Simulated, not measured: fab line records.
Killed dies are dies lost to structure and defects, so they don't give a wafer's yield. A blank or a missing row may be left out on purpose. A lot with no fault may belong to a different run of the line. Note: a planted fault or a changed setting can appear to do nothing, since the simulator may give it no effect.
fab line records | flow n5Finfet
[record] lots = 5 | wafers = 15 | lastDay = 16
route steps=1938 shown PASSIVATION@1929 END@1938
lots that met no fault: taken from a fault-free run of the same line
startH: start of the lot's first displayed wafer, in hours after the record's first day | waitH: hours from the lot's prior step to this one | " same as the row above | L1.1+2: one row covering several wafers at once | - no value, or no start was given | * or withheld: withheld | < > ~ a bound
route shown NAME@n: names a module that has steps shown in the file, with the first one's number in the route | usual: average and standard deviation across the fault-free wafers | same: alike in all rows | chamber/n: place in a boat | sites: readings site by site | _std_site: the values' standard deviation | _edge_site: the outer-site mean with the inner-site mean subtracted | radiusMm: how far each site lies from the wafer's centre | mask NAME#n: copy n | behind: tool/chamber where the wafer was last shaped | hold: why the lot was held/for how many hours/how that ended | device: names the non-switching transistor (n, p or np) | end of line: tests of these same wafers at the route's end | for a step that has no rows: nothing shown but its recipe | killed: dies that structure and defects cost at the first sort, which is not the same as the wafer's yield | map: per-die view of a wafer (x killed, . not killed, _ where there is no die)
set.NAME: the run value of the setting; set.NAME@STEP: its run value at that earlier step | model.NAME: the simulator's own value behind a step, which no gauge read
lots at some steps of the route; a table a step, a row a wafer
services: a tool's chamber out of use, with start hour (startH, from the record's first day; less than 0 if before it), hours out, and reason
[[steps]]
[step N5_PASSIVATION_PASS_ETCH_47]
[recipe] chemistry = CF4/O2 | target = SiNx | targetDepthA = 7700 | timeS = 385 | ionEnergyEv = 100 | pressureMtorr = 40 | sourceW = 535 | biasW = 49 | Ar_flow_sccm = 100 | cf4FlowSccm = 100 | O2_flow_sccm = 10
[usual] cf4FlowSccm = 100.0/0.31 | chamberPressureMTorr = 40.00/0.035 | drypumpMotorCurrentA = 5.7/0.6 | oesProductAu = 0.82/0.061 | rfVppV = 239/4 | showerheadPlenumPTorr = 2.19/0.085 | throttleValvePct = 15.87/0.17
lot.wafer | tool       | chamber | startH | waitH | cf4FlowSccm | chamberPressureMTorr | drypumpMotorCurrentA | oesProductAu | rfHoursCounterH | rfVppV | showerheadPlenumPTorr | throttleValvePct
L079.2    | rieDiel-03 | 2       | 306.96 | 0.0   | 100.0       | 39.96                | 4.8                  | 0.83         | 79              | 247    | 2.14                  | 15.53
L079.3    | "          | 3       | "      | "     | 99.6        | 40.03                | 6.5                  | 0.83         | 70              | 249    | 2.32                  | 15.66
L079.5    | "          | 3       | "      | "     | 99.8        | 40.03                | 6.5                  | 0.82         | -               | 248    | 2.32                  | 15.64
L082.2    | rieDiel-06 | 2       | 332.34 | 0.0   | 100.0       | 39.97                | 5.4                  | 0.90         | 12              | 239    | 2.35                  | 15.70
L082.4    | "          | 3       | "      | "     | 100.2       | 39.96                | 6.7                  | 0.86         | 65              | 237    | 2.14                  | 15.88
L082.5    | "          | 1       | "      | "     | 99.9        | 40.02                | 4.8                  | 0.76         | -               | 243    | 2.12                  | 15.97
L084.1    | rieDiel-06 | 1       | 343.27 | 0.0   | 100.0       | 40.00                | 4.9                  | 0.77         | 150             | 243    | 2.12                  | 15.97
L084.2    | "          | 2       | "      | "     | 100.4       | 39.99                | 5.3                  | 0.89         | 16              | 239    | 2.34                  | 15.72
L084.4    | "          | 3       | "      | "     | 100.5       | 39.94                | 6.7                  | 0.86         | 69              | 237    | 2.14                  | 15.89
L087.1    | rieDiel-06 | 2       | 351.60 | 0.0   | 100.3       | 39.95                | 5.4                  | 0.87         | 20              | 239    | 2.34                  | 15.73
L087.5    | "          | 1       | "      | "     | 100.1       | 40.04                | 4.8                  | 0.76         | -               | 244    | 2.12                  | 15.99
L087.6    | "          | 0       | "      | "     | 100.4       | 40.05                | 5.2                  | 0.78         | -               | 244    | 2.14                  | 15.96
L089.1    | rieDiel-04 | 2       | 382.73 | 0.0   | 99.6        | 40.00                | 5.9                  | 0.87         | 42              | 235    | 2.16                  | 15.78
L089.4    | "          | 0       | "      | "     | 99.8        | 40.03                | 5.5                  | 0.70         | 209             | 239    | 2.10                  | 16.03
L089.5    | "          | 1       | "      | "     | 100.3       | 40.02                | 6.1                  | 0.78         | -               | 236    | 2.13                  | 15.79
[step N5_PASSIVATION_ETCH_54]
[recipe] chemistry = CHF3/O2 | target = SiO2 | targetDepthA = 8800 | CHF3_flow_sccm = 50 | O2_flow_sccm = 5 | Ar_flow_sccm = 200 | timeS = 440 | maskMaterial = PR | pressureMtorr = 30 | sourceW = 650 | biasW = 170 | ionEnergyEv = 200
[usual] CHF3_flow_sccm = 49.99/0.15 | chamberPressureMTorr = 30.000/0.027 | drypumpMotorCurrentA = 5.7/0.61 | oesProductAu = 0.81/0.059 | rfVppV = 520/8.2 | showerheadPlenumPTorr = 2.39/0.1 | throttleValvePct = 18.80/0.19
lot.wafer | tool       | chamber | startH | waitH | CHF3_flow_sccm | chamberPressureMTorr | drypumpMotorCurrentA | oesProductAu | rfHoursCounterH | rfVppV | showerheadPlenumPTorr | throttleValvePct
L079.2    | rieDiel-03 | 2       | 307.19 | 0.1   | 49.78          | 29.955               | 4.8                  | 0.83         | 79              | 535    | 2.32                  | 18.36
L079.3    | "          | 3       | "      | "     | 50.00          | 29.955               | 6.5                  | 0.83         | 70              | 538    | 2.56                  | 18.70
L079.5    | "          | 3       | "      | "     | 49.73          | 29.985               | 6.5                  | 0.83         | -               | 538    | 2.56                  | 18.68
L082.2    | rieDiel-06 | 2       | 332.57 | 0.1   | 50.09          | 30.039               | 5.4                  | 0.89         | 13              | 520    | 2.57                  | 18.70
L082.4    | "          | 3       | "      | "     | 50.02          | 30.029               | 6.7                  | 0.86         | 65              | 516    | 2.34                  | 18.82
L082.5    | "          | 1       | "      | "     | 49.88          | 30.014               | 4.8                  | 0.77         | -               | 528    | 2.31                  | 18.90
L084.1    | rieDiel-06 | 1       | 343.50 | 0.1   | 49.83          | 30.009               | 4.8                  | 0.77         | 150             | 530    | 2.31                  | 18.90
L084.2    | "          | 2       | "      | "     | 49.91          | 29.986               | 5.4                  | 0.89         | 16              | 522    | 2.57                  | 18.71
L084.4    | "          | 3       | "      | "     | 50.14          | 30.046               | 6.7                  | 0.85         | 69              | 516    | 2.34                  | 18.80
L087.1    | rieDiel-06 | 2       | 351.83 | 0.1   | 50.06          | 29.985               | 5.3                  | 0.88         | 20              | 523    | 2.56                  | 18.71
L087.5    | "          | 1       | "      | "     | 49.89          | 30.002               | 4.8                  | 0.77         | -               | 529    | 2.31                  | 18.91
L087.6    | "          | 0       | "      | "     | 49.76          | 29.982               | 5.2                  | 0.78         | -               | 527    | 2.34                  | 18.95
L089.1    | rieDiel-04 | 2       | 382.96 | 0.1   | 49.94          | 30.028               | 5.9                  | 0.86         | 42              | 510    | 2.36                  | 18.75
L089.4    | "          | 0       | "      | "     | 49.87          | 29.979               | 5.5                  | 0.69         | 209             | 519    | 2.29                  | 18.90
L089.5    | "          | 1       | "      | "     | 50.17          | 30.001               | 6.1                  | 0.77         | -               | 512    | 2.31                  | 18.61
[step N5_PASSIVATION_STRIP_48]
[recipe] chemistry = O2 | powerW = 600 | tempC = 60 | pressureMtorr = 30 | rfFrequencyHz = 6e+07 | biasPowerW = 0 | overashFraction = 0.5 | o2FlowSccm = 225
[usual] chamberPressureMTorr = 30.00/0.14 | drypumpMotorCurrentA = 5.7/0.61 | oesProductAu = 0.82/0.062 | rfVppV = 3.8/2.3 | showerheadPlenumPTorr = 2.07/0.083 | throttleValvePct = 16.66/0.2
lot.wafer | tool       | chamber | startH | waitH | chamberPressureMTorr | drypumpMotorCurrentA | oesProductAu | rfHoursCounterH | rfVppV | showerheadPlenumPTorr | throttleValvePct
L079.2    | rieDiel-03 | 2       | 307.48 | 0.1   | 29.90                | 4.8                  | 0.85         | 80              | 7.6    | 2.05                  | 16.39
L079.3    | "          | 3       | "      | "     | 29.76                | 6.6                  | 0.85         | 70              | 6.2    | 2.21                  | 16.42
L079.5    | "          | 3       | "      | "     | 30.05                | 6.6                  | 0.84         | -               | 2.8    | 2.21                  | 16.37
L082.2    | rieDiel-06 | 2       | 332.86 | 0.1   | 30.05                | 5.3                  | 0.89         | 13              | 1.4    | 2.22                  | 16.46
L082.4    | "          | 3       | "      | "     | 30.08                | 6.7                  | 0.86         | 65              | 5.0    | 2.06                  | 16.81
L082.5    | "          | 1       | "      | "     | 30.27                | 4.9                  | 0.78         | -               | 7.7    | 1.99                  | 16.75
L084.1    | rieDiel-06 | 1       | 343.78 | 0.1   | 29.80                | 4.8                  | 0.73         | 150             | 4.5    | 1.99                  | 16.59
L084.2    | "          | 2       | "      | "     | 30.11                | 5.4                  | 0.89         | 16              | 2.5    | 2.22                  | 16.50
L084.4    | "          | 3       | "      | "     | 29.85                | 6.7                  | 0.88         | 69              | 4.4    | 2.05                  | 16.81
L087.1    | rieDiel-06 | 2       | 352.12 | 0.1   | 29.99                | 5.4                  | 0.86         | 20              | 2.1    | 2.22                  | 16.42
L087.5    | "          | 1       | "      | "     | 29.87                | 4.8                  | 0.77         | -               | 3.5    | 1.99                  | 16.77
L087.6    | "          | 0       | "      | "     | 29.85                | 5.1                  | 0.77         | -               | 2.7    | 2.01                  | 16.69
L089.1    | rieDiel-04 | 2       | 383.25 | 0.1   | 29.97                | 5.8                  | 0.88         | 42              | 5.0    | 2.03                  | 16.42
L089.4    | "          | 0       | "      | "     | 30.22                | 5.5                  | 0.71         | 209             | 8.4    | 1.98                  | 16.72
L089.5    | "          | 1       | "      | "     | 29.91                | 6.2                  | 0.77         | -               | 6.4    | 2.04                  | 16.60
[step N5_PASSIVATION_STRIP_52]
[recipe] chemistry = postEtchResidueRemover | timeS = 1200 | tempC = 72.5
lot.wafer  | tool        | chamber | startH | waitH
L079.2+3+5 | wetBench-04 | 6,4,0   | 307.55 | -
L082.2+4+5 | wetBench-04 | 1,2,6   | 332.93 | -
L084.1+2+4 | wetBench-04 | 3,6,7   | 343.85 | -
L087.1+5+6 | wetBench-04 | 0,3,7   | 352.18 | -
L089.1+4+5 | wetBench-04 | 5,0,6   | 383.32 | -
[step N5_PASSIVATION_CLEAN_71]
[recipe] chemistry = IPA | timeS = 180 | tempC = 25
lot.wafer  | tool        | chamber | startH | waitH
L079.2+3+5 | wetBench-04 | 6,4,0   | 307.88 | 0.0
L082.2+4+5 | wetBench-04 | 1,2,6   | 333.59 | 0.0
L084.1+2+4 | wetBench-04 | 3,6,7   | 344.18 | 0.0
L087.1+5+6 | wetBench-04 | 0,3,7   | 352.52 | 0.0
L089.1+4+5 | wetBench-04 | 5,0,6   | 383.65 | 0.0
[step N5_PASSIVATION_SRD_72]
[recipe] dry = ipaMarangoni | timeS = 30 | tempC = 23 | rinseLiquid = diw
lot.wafer  | tool        | chamber | startH | waitH
L079.2+3+5 | wetBench-04 | 6,4,0   | 307.93 | 0.0
L082.2+4+5 | wetBench-04 | 1,2,6   | 333.70 | 0.0
L084.1+2+4 | wetBench-04 | 3,6,7   | 344.24 | 0.0
L087.1+5+6 | wetBench-04 | 0,3,7   | 352.57 | 0.0
L089.1+4+5 | wetBench-04 | 5,0,6   | 383.70 | 0.0
[step N5_PASSIVATION_ANNEAL_56]
[recipe] tempC = 400 | timeS = 1800 | ambient = FGA | idleTempC = 300 | rampUpCPerMin = 5 | rampDownCPerMin = 3
[usual] spikeTcTopC = 428.6/2.2 | tubeCenterTempC = 400/0.034
lot.wafer | tool       | chamber | startH | waitH | spikeTcTopC | tubeCenterTempC
L079.2    | furnace-03 | 0       | 308.45 | 0.5   | 426.3       | 400.03
L079.3    | "          | 0       | "      | "     | 427.9       | 400
L079.5    | "          | 0       | "      | "     | 429.6       | 400.02
L082.2    | furnace-02 | 0       | 333.76 | 0.0   | 427.1       | 400.06
L082.4    | "          | 0       | "      | "     | 427.0       | 400
L082.5    | "          | 0       | "      | "     | 425.1       | 399.98
L084.1    | furnace-01 | 0       | 344.28 | 0.0   | 429.3       | 399.98
L084.2    | "          | 0       | "      | "     | 430.2       | 399.98
L084.4    | "          | 0       | "      | "     | 430.2       | 400.02
L087.1    | furnace-01 | 0       | 352.61 | 0.0   | 432.5       | 400.03
L087.5    | "          | 0       | "      | "     | 431.9       | 399.98
L087.6    | "          | 0       | "      | "     | 431.0       | 399.93
L089.1    | furnace-02 | 0       | 383.75 | 0.0   | 426.3       | 400.02
L089.4    | "          | 0       | "      | "     | 426.7       | 400.03
L089.5    | "          | 0       | "      | "     | 428.1       | 399.92
[step N5_PASSIVATION_INSPECT_57]
[recipe] inspectInstrument = macro | mode = outgoing
[usual] rawDefectCount = 2.1/1.3
lot.wafer | tool             | chamber | startH | waitH | rawDefectCount
L079.2    | defectInspect-01 | -       | 310.80 | 0.0   | 1
L079.3    | "                | -       | "      | "     | 3
L079.5    | "                | -       | "      | "     | 0
L082.2    | defectInspect-01 | -       | 336.11 | 0.0   | 5
L082.4    | "                | -       | "      | "     | 5
L082.5    | "                | -       | "      | "     | 5
L084.1    | defectInspect-02 | -       | 346.63 | 0.0   | 2
L084.2    | "                | -       | "      | "     | 3
L084.4    | "                | -       | "      | "     | 2
L087.1    | defectInspect-02 | -       | 354.96 | 0.0   | 4
L087.5    | "                | -       | "      | "     | 4
L087.6    | "                | -       | "      | "     | 0
L089.1    | defectInspect-01 | -       | 386.09 | 0.0   | 2
L089.4    | "                | -       | "      | "     | 3
L089.5    | "                | -       | "      | "     | 3
[[services]]
tool       | chamber | startH | hours | kind
rieDiel-04 | -       | 311.41 | 0.7   | repair
rieDiel-06 | 0       | 356.03 | 43.4  | repair
[[key]]
[baselineLoss] step = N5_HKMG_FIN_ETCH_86 | wafers = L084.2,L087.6
fault none
// baselineLoss: these wafers lose ten dies or more at that step, a loss of the line's own and not of a fault; the sort's usual values leave them out
